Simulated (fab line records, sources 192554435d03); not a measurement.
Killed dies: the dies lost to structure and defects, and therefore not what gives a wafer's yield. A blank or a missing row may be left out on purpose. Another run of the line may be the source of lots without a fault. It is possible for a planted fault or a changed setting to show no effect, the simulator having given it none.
Matching of chambers -- flow n5Finfet -- rieDiel-06 running N5_BEOL_M4_DESCUM_33: 4 sister chambers
The step chemistry O2, time 7 s. 14 wafers are shown with their chamber, then 7 later ones without.

WAFERS PAIRED WITH THEIR CHAMBERS
wafer,chamber,drypumpMotorCurrentA (A),throttleValvePct (%),showerheadPlenumPTorr (Torr)
L075.1,2,5.15,20.46,2.14
L075.3,0,5.72,20.86,2.00
L075.5,0,5.71,20.85,2.00
L083.2,2,5.15,20.49,2.13
L083.4,0,5.71,20.87,1.99
L083.6,1,5.95,20.18,2.22
L084.1,0,5.72,20.88,1.99
L084.2,1,6.00,20.17,2.22
L084.3,3,5.26,20.63,2.01
L085.3,0,5.72,20.87,1.99
L085.4,1,5.97,20.17,2.22
L085.6,3,5.29,20.62,2.02
L087.1,2,5.14,20.49,2.13
L087.2,1,5.95,20.19,2.22

SIGNATURES (averages over the wafers above)
reading,chamber 0,chamber 1,chamber 2,chamber 3,scatter within a chamber
drypumpMotorCurrentA,5.7160,5.9675,5.1467,5.2750,0.0152
throttleValvePct,20.8660,20.1775,20.4800,20.6250,0.012
showerheadPlenumPTorr,1.9940,2.2200,2.1333,2.0150,0.00486
Rule: for a wafer and a chamber, the distance is found by dividing, reading by reading, the gap between the wafer's reading and the chamber's mean by the reading's scatter, squaring, summing and taking the root. The wafer belongs to the nearest chamber; if the next one is less than 2 further off, it can't be placed. The scatter is the square root of a quotient: the sum, over the shown wafers, of each reading's squared deviation from its chamber's mean, divided by wafers minus chambers.

WAFERS MISSING THEIR CHAMBER
wafer,drypumpMotorCurrentA (A),throttleValvePct (%),showerheadPlenumPTorr (Torr)
L087.3,5.71,20.87,1.99
L091.1,5.28,20.64,2.01
L091.3,5.70,20.90,1.99
L091.5,5.26,20.63,2.01
L094.1,5.95,20.21,2.21
L094.4,5.16,20.54,2.13
L094.5,5.15,20.53,2.13

WHICH CHAMBER EACH ONE RAN IN
wafer,from the rows above,in truth
L087.3,0,0
L091.1,3,3
L091.3,0,0
L091.5,3,3
L094.1,1,1
L094.4,2,2
L094.5,2,2
Correctly placed: 7 of 7. Not placeable from these rows: 0. 0 placed wrongly.
